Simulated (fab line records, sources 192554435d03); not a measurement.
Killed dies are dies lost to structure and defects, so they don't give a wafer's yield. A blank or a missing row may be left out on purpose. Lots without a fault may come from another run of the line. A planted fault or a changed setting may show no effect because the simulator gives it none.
Chamber matching | flow n5_finfet | N5_FIN_CUT_STRIP_24 on rie_diel-02: 4 sister chambers
The step strips in CF4. 20 wafers are shown with their chamber, then 10 later ones without.

WAFERS WITH THEIR CHAMBER
wafer  | chamber | drypump_motor_current_A (A) | showerhead_plenum_p_Torr (Torr) | throttle_valve_pct (%)
L077.1 | 0       | 5.4                         | 1.85                            | 13.61
L077.5 | 2       | 5.5                         | 1.74                            | 13.35
L077.6 | 3       | 5.6                         | 1.81                            | 13.65
L082.1 | 2       | 5.5                         | 1.74                            | 13.38
L082.4 | 1       | 6.4                         | 1.90                            | 13.79
L082.5 | 0       | 5.4                         | 1.85                            | 13.61
L084.1 | 1       | 6.3                         | 1.89                            | 13.82
L084.4 | 0       | 5.4                         | 1.85                            | 13.63
L084.5 | 1       | 6.3                         | 1.89                            | 13.81
L085.1 | 2       | 5.5                         | 1.74                            | 13.38
L085.4 | 0       | 5.4                         | 1.84                            | 13.62
L085.6 | 2       | 5.5                         | 1.74                            | 13.39
L086.1 | 3       | 5.5                         | 1.80                            | 13.69
L086.4 | 0       | 5.4                         | 1.84                            | 13.64
L086.5 | 2       | 5.5                         | 1.74                            | 13.41
L088.1 | 2       | 5.5                         | 1.73                            | 13.40
L088.2 | 3       | 5.5                         | 1.80                            | 13.70
L088.6 | 1       | 6.4                         | 1.89                            | 13.84
L091.1 | 3       | 5.5                         | 1.80                            | 13.70
L091.4 | 2       | 5.5                         | 1.73                            | 13.41

SIGNATURES (means of the wafers above)
reading                  | chamber 0 | chamber 1 | chamber 2 | chamber 3 | scatter within a chamber
drypump_motor_current_A  | 5.400     | 6.350     | 5.500     | 5.525     | 0.0331
showerhead_plenum_p_Torr | 1.8460    | 1.8925    | 1.7371    | 1.8025    | 0.00508
throttle_valve_pct       | 13.6220   | 13.8150   | 13.3886   | 13.6850   | 0.0199
Rule: a wafer's distance from a chamber is the root of the sum, over the readings, of the square of ((its reading less the chamber's mean) divided by the reading's scatter). The wafer belongs to the nearest chamber; if the next one is less than 2 further off, it can't be placed. The scatter: the root of (the sum of the squares of (reading less its chamber's mean) over the shown wafers, divided by (wafers less chambers)).

WAFERS WITHOUT THEIR CHAMBER
wafer  | drypump_motor_current_A (A) | showerhead_plenum_p_Torr (Torr) | throttle_valve_pct (%)
L091.6 | 5.5                         | 1.73                            | 13.42
L095.2 | 5.5                         | 1.80                            | 13.71
L095.3 | 5.5                         | 1.73                            | 13.45
L095.6 | 5.4                         | 1.84                            | 13.66
L096.1 | 6.3                         | 1.89                            | 13.87
L096.2 | 5.5                         | 1.73                            | 13.43
L096.5 | 5.5                         | 1.73                            | 13.43
L097.1 | 5.5                         | 1.73                            | 13.46
L097.4 | 6.3                         | 1.89                            | 13.89
L097.6 | 6.3                         | 1.89                            | 13.86

WHICH CHAMBER EACH WENT THROUGH
wafer  | from the rows above | in truth
L091.6 | 2                   | 2
L095.2 | 3                   | 3
L095.3 | 2                   | 2
L095.6 | 0                   | 0
L096.1 | 1                   | 1
L096.2 | 2                   | 2
L096.5 | 2                   | 2
L097.1 | 2                   | 2
L097.4 | 1                   | 1
L097.6 | 1                   | 1
Placed correctly: 10 of 10. Can't be placed from these rows: 0. Placed wrongly: 0.
